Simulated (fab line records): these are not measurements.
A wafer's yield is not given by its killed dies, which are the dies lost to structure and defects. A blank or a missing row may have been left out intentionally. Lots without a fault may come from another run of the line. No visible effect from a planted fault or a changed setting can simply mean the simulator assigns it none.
Chamber matching ; flow n5Finfet ; rieDiel-02 running N5_BEOL_M6_STRIP_36: 4 sister chambers
The step strips in N2/H2. 14 wafers are shown with their chamber, then 7 later ones without.

## WAFERS WITH THEIR CHAMBER
wafer;chamber;drypumpMotorCurrentA (A);throttleValvePct (%);oesProductAu (a.u.)
L076.3;0;5.6;24.10;0.71
L076.4;1;5.0;23.25;0.85
L076.6;0;5.7;24.14;0.71
L075.3;3;5.4;23.36;0.90
L075.4;0;5.7;24.11;0.70
L075.6;0;5.7;24.12;0.70
L079.3;1;5.0;23.27;0.86
L079.4;0;5.7;24.09;0.70
L079.6;2;5.9;23.71;0.71
L080.1;1;5.0;23.25;0.85
L080.4;0;5.7;24.14;0.70
L080.6;3;5.4;23.32;0.87
L085.2;2;5.9;23.71;0.69
L085.4;3;5.4;23.36;0.86

SIGNATURES, as means of the wafers listed above
reading;chamber 0;chamber 1;chamber 2;chamber 3;scatter within a chamber
drypumpMotorCurrentA;5.683;5.000;5.900;5.400;0.0289
throttleValvePct;24.1167;23.2567;23.7100;23.3467;0.0186
oesProductAu;0.7033;0.8533;0.7000;0.8767;0.0113
Rule: a wafer's distance from a chamber is the root of the sum, over the readings, of the square of ((its reading less the chamber's mean) divided by the reading's scatter). The wafer belongs to the nearest chamber; if the next one is less than 2 further off, it can't be placed. The scatter is the square root of a quotient: the sum, over the shown wafers, of each reading's squared deviation from its chamber's mean, divided by wafers minus chambers.

## WAFERS WITH NO CHAMBER GIVEN
wafer;drypumpMotorCurrentA (A);throttleValvePct (%);oesProductAu (a.u.)
L085.6;5.0;23.26;0.82
L091.1;4.9;23.29;0.82
L091.3;5.4;23.39;0.85
L091.4;5.7;24.14;0.69
L097.4;5.4;23.40;0.83
L097.5;4.9;23.32;0.81
L097.6;5.7;24.17;0.68

## THE CHAMBER EACH PASSED THROUGH
wafer;from the rows above;in truth
L085.6;1;1
L091.1;1;1
L091.3;3;3
L091.4;0;0
L097.4;3;3
L097.5;1;1
L097.6;0;0
Correctly placed: 7 of 7. Left unplaced by these rows: 0. Number placed wrongly: 0.
